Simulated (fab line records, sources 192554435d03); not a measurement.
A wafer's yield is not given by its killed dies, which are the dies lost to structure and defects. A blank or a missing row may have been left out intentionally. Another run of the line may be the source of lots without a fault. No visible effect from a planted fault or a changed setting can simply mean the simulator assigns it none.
Split-lot study | flow n5 finfet | 7 lots, 39 wafers read, on a route of 1938 steps

== SPLIT DETAILS ==
At N5_BEOL_M15_ETCH_61 (etches BARC in N2/H2, target depth 89 nm, overetch 26.7 nm, time 67.9 s), the setting time s was moved away from the recipe's 67.9 s on 18 of the 39 wafers read, by -57.7% to +56.3%. This setting was run at the recipe's value on the other wafers.

Reading taken at the split's own step.

== THE READING ==
coat_of_BEOL_M15_COAT_22.thk nm (the simulator's own value, which no gauge read), in nm, at N5_BEOL_M15_ETCH_61 (etches BARC in N2/H2, target depth 89 nm, overetch 26.7 nm, time 67.9 s). No usual value for it is given in the file. Across the 21 wafers here that went through the recipe, the average is 715.0 nm and the standard deviation 3.7 nm.

wafer  | tool, chamber at the split | time s as run, s | against the recipe | coat_of_BEOL_M15_COAT_22.thk nm, nm | against lot-mates on the recipe
L074.1 | rie diel-05, 3             | 67.9             | recipe             | 711.4                               | -
L074.2 | rie diel-05, 2             | 80.66            | +18.8%             | 706.2                               | -9.2
L074.3 | rie diel-05, 0             | 80.66            | +18.8%             | 703                                 | -12.4
L074.4 | rie diel-05, 1             | 67.9             | recipe             | 719.2                               | -
L074.5 | rie diel-05, 0             | 67.9             | recipe             | 715.6                               | -
L074.6 | rie diel-05, 1             | 80.66            | +18.8%             | 710.6                               | -4.8
L077.1 | rie diel-05, 3             | 67.9             | recipe             | 710                                 | -
L077.2 | rie diel-05, 0             | 67.9             | recipe             | 713.8                               | -
L077.3 | rie diel-05, 1             | 36.58            | -46.1%             | 747.8                               | +36.0
L077.4 | rie diel-05, 2             | 36.58            | -46.1%             | 748.6                               | +36.8
L077.5 | rie diel-05, 0             | 36.58            | -46.1%             | 746.2                               | +34.4
L077.6 | rie diel-05, 3             | 67.9             | recipe             | 711.6                               | -
L081.1 | rie diel-01, 3             | 67.9             | recipe             | 716                                 | -
L081.2 | rie diel-01, 0             | 100.6            | +48.2%             | 685.6                               | -27.3
L081.3 | rie diel-01, 1             | 67.9             | recipe             | 709.6                               | -
L081.4 | rie diel-01, 2             | 100.6            | +48.2%             | 681.2                               | -31.7
L081.5 | rie diel-01, 0             | 100.6            | +48.2%             | 684.6                               | -28.3
L081.6 | rie diel-01, 3             | 67.9             | recipe             | 713                                 | -
L082.1 | rie diel-05, 0             | 28.72            | -57.7%             | 750                                 | +37.7
L082.2 | rie diel-05, 2             | 67.9             | recipe             | 715.4                               | -
L082.3 | rie diel-05, 3             | 67.9             | recipe             | 709.8                               | -
L082.4 | rie diel-05, 1             | 28.72            | -57.7%             | 754.4                               | +42.1
L082.5 | rie diel-05, 2             | 28.72            | -57.7%             | 753                                 | +40.7
L082.6 | rie diel-05, 3             | 67.9             | recipe             | 711.6                               | -
L084.1 | rie diel-05, 2             | 106.1            | +56.3%             | 682.8                               | -32.1
L084.2 | rie diel-05, 1             | 106.1            | +56.3%             | 686.2                               | -28.7
L084.3 | rie diel-05, 0             | 67.9             | recipe             | 713.8                               | -
L084.4 | rie diel-05, 3             | 67.9             | recipe             | 712                                 | -
L084.5 | rie diel-05, 2             | 67.9             | recipe             | 718.8                               | -
L084.6 | rie diel-05, 1             | 106.1            | +56.3%             | 687.4                               | -27.5
L086.1 | rie diel-01, 1             | 67.9             | recipe             | 716.2                               | -
L086.2 | rie diel-01, 3             | 78.64            | +15.8%             | 712.2                               | -7.1
L086.3 | rie diel-01, 2             | 67.9             | recipe             | 719.6                               | -
L086.4 | rie diel-01, 0             | 67.9             | recipe             | 722                                 | -
L086.5 | rie diel-01, 1             | 78.64            | +15.8%             | 706.4                               | -12.9
L086.6 | rie diel-01, 2             | 78.64            | +15.8%             | 707.8                               | -11.5
L094.2 | rie diel-01, 0             | 67.9             | recipe             | 720.6                               | -
L094.3 | rie diel-01, 2             | 67.9             | recipe             | 717.2                               | -
L094.6 | rie diel-01, 0             | 67.9             | recipe             | 718.6                               | -

THE FIT
A straight line over all 39 wafers: coat_of_BEOL_M15_COAT_22.thk nm changes by -0.617 nm for each +1% of time s; r = -0.98; the points scatter about the line by 3.8 nm.
The same after taking each lot's own level away (the mean of its wafers on the recipe; 39 wafers): -0.642 nm for each +1%; r = -0.99; scatter 3.4 nm.
According to that fit, moving time s by its largest amount changes the reading by 37 nm.
Measured against the standard deviation above, the lots' own levels, which go from 711.80 to 719.27 nm, span 2.0 times it.
The two slopes agree, so the slope changes little with the lot-to-lot level.
Check: +38.8 nm against its lot-mates is what the line predicts for one of the wafers moved furthest among these (-57.7%) when that wafer is left out of the fit. It came out at +37.7 nm against them.

== THESE WAFERS: OTHER SPLITS ==
These wafers also went through other splits before the reading. Each is held against what the fit with the lots' levels taken away leaves over:
other split on the same wafers      | wafers away from the commonest value | r with coat_of_BEOL_M15_COAT_22.thk nm (lot level and that fit taken away)
N5_BEOL_M11_DESCUM_16 time s        | 12                                   | +0.00
N5_BEOL_M13_ILD_DEP_00 target thk a | 15                                   | +0.26

== THE WHOLE CHAIN: every reading that the file lists as answering this split, in the file's order ==
step                | what it does                                                            | reading                                                                          | change (the file's fit)                                                              | r (the file's)
N5_BEOL_M15_ETCH_61 | etches BARC in N2/H2, target depth 89 nm, overetch 26.7 nm, time 67.9 s | etch.depth nm (the simulator's own value, which no gauge read)                   | not straight: 48.65 at the lowest setting, 89.06 at the recipe, 89.29 at the highest | not given
N5_BEOL_M15_ETCH_61 | etches BARC in N2/H2, target depth 89 nm, overetch 26.7 nm, time 67.9 s | coat_of_BEOL_M15_COAT_22.thk nm (the simulator's own value, which no gauge read) | -0.637 nm for each +1% of the setting                                                | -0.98

== THE FILE'S OWN FIT ==
coat_of_BEOL_M15_COAT_22.thk nm changes by -0.637 nm for each +1% of time s, r = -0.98.
